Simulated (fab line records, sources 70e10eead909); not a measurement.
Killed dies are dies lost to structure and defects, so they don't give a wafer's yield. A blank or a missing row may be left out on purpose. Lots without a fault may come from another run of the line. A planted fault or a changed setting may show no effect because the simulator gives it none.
A struck lot beside a sound one | flow nand_harc | 15 steps out of a route of 1302
Sound: wafers L895.1, L895.4, L895.6. Struck: wafers L905.2, L905.4. The cause comes at the end.
At each step with rows: each side's tool, then ch and its chambers, then its first start. Under that, the readings that differ: sound wafers | struck wafers | difference of the means | sigmas: that difference in standard deviations of wafers without a fault.
alike: readings whose means differ by less than 2 such deviations, and words and numbers that are the same on both sides. not compared: withheld readings, readings that some wafer has no value for, bounds like >300 that may hide the same value, and numbers for which the record gives no deviation and whose values overlap.
The two part at a step that has a row with sigmas, a row that says differs or no value, or rows on one side only. Numbers that don't overlap but have no deviation are shown without sigmas and don't part them. A reading that every wafer of one side lacks parts them only if that side has two wafers or more.

first, 5 steps without rows for these wafers: NHARC_A_CHANNEL_HOLE_D1_SOFTBAKE_05 (time 55 s); NHARC_A_CHANNEL_HOLE_D1_EBR_06; NHARC_A_CHANNEL_HOLE_D1_EXPOSE_07 (exposes mask HOLE D1, target cd 100 nm); NHARC_A_CHANNEL_HOLE_D1_PEB_08 (peb time 65 s); NHARC_A_CHANNEL_HOLE_D1_DEVELOP_09 (develop time 35 s).
NHARC_A_CHANNEL_HOLE_D1_CD_MEAS_10: target cd 100 nm.
  sound on cd_sem-01 ch 0, day 12 14:52; struck on cd_sem-02 ch 0, day 16 08:05
  alike: cd_nm
NHARC_A_CHANNEL_HOLE_D1_OVL_MEAS_11:
  sound on overlay-02, day 12 14:57; struck on overlay-01, day 16 08:10
  alike: overlay_x_nm, overlay_y_nm
NHARC_A_CHANNEL_HOLE_D1_INSPECT_12:
  sound on defect_inspect-01, day 12 14:59; struck on defect_inspect-02, day 16 08:13
  alike: raw_defect_count
NHARC_A_CHANNEL_HOLE_D1_DESCUM_15: chemistry O2, time 3 s.
  sound on rie_diel-03 ch 0,1,2, day 12 15:02; struck on rie_diel-03 ch 2,3, day 16 08:17
  alike: drypump_motor_current_A, mfc_ar_sccm, oes_product_au, rf_vpp_V, showerhead_plenum_p_Torr, throttle_valve_pct
  not compared: rf_hours_counter_h
NHARC_A_CHANNEL_HOLE_D1_ETCH_38: etches the open film in CF4, target depth 39 nm, time 65 s.
  sound on rie_diel-03 ch 0,1, day 12 15:08; struck on rie_diel-03 ch 1,3, day 16 08:22
  alike: drypump_motor_current_A, mfc_ar_sccm, oes_product_au, rf_fwd_power_W, rf_vpp_V, run_length_s, showerhead_plenum_p_Torr, throttle_valve_pct
  not compared: rf_hours_counter_h
NHARC_A_CHANNEL_HOLE_D1_ETCH_39: etches the open film in N2/H2, target depth 260 nm, time 325 s.
  sound on rie_diel-03 ch 0,1,3; struck on rie_diel-03 ch 0,1
  alike: drypump_motor_current_A, mfc_ar_sccm, oes_product_au, rf_fwd_power_W, rf_vpp_V, run_length_s, showerhead_plenum_p_Torr, throttle_valve_pct
  not compared: rf_hours_counter_h
NHARC_A_CHANNEL_HOLE_D1_ETCH_34: etches the open film in CF4/CHF3, target depth 154 nm, time 77 s.
  sound on rie_diel-03 ch 1,2; struck on rie_diel-03 ch 0,2
  reading               | sound             | struck      | difference | sigmas
  oes_product_au (a.u.) | 0.986 0.967 0.977 | 0.921 0.924 | -0.054     | -2
  alike: drypump_motor_current_A, mfc_ar_sccm, rf_fwd_power_W, rf_vpp_V, run_length_s, showerhead_plenum_p_Torr, throttle_valve_pct
  not compared: rf_hours_counter_h
NHARC_A_CHANNEL_HOLE_D1_ETCH_16: etches the open film in O2/COS, target depth 3100 nm, time 806 s.
  sound on rie_diel-03 ch 0,2, day 12 15:34; struck on rie_diel-03 ch 2,3, day 16 08:52
  reading                | sound                | struck        | difference                    | sigmas
  rf_fwd_power_W (W)     | 498.8 501.3 499.5    | - -           | no value on the struck wafers |
  run_length_s (s)       | 827.0 827.4 827.3    | 656.7 656.3   | -170.7                        | -99 or more
  throttle_valve_pct (%) | 28.327 28.339 28.337 | 28.318 28.313 | -0.019                        | -2
  alike: drypump_motor_current_A, mfc_ar_sccm, oes_product_au, rf_vpp_V, showerhead_plenum_p_Torr
  not compared: rf_hours_counter_h
NHARC_A_CHANNEL_HOLE_D1_CD_MEAS_18:
  sound on cd_sem-01, day 12 16:09; struck on cd_sem-03, day 16 09:23
  alike: cd_nm
-- the record jumps here: 16 days lie between the struck wafers' starts before and after (it left off in module A_CHANNEL_HOLE_D1 and takes up again in module END, whose first step shown is number 1302 of the route) --
NHARC_END_SORT_01:
  the record has rows for the struck wafers here (prober-02 ch 0, day 32 00:46) and none for the sound ones

WHERE THEY PART
First at NHARC_A_CHANNEL_HOLE_D1_ETCH_34; last, within this record, at NHARC_END_SORT_01.

WHY: what the simulator had put in
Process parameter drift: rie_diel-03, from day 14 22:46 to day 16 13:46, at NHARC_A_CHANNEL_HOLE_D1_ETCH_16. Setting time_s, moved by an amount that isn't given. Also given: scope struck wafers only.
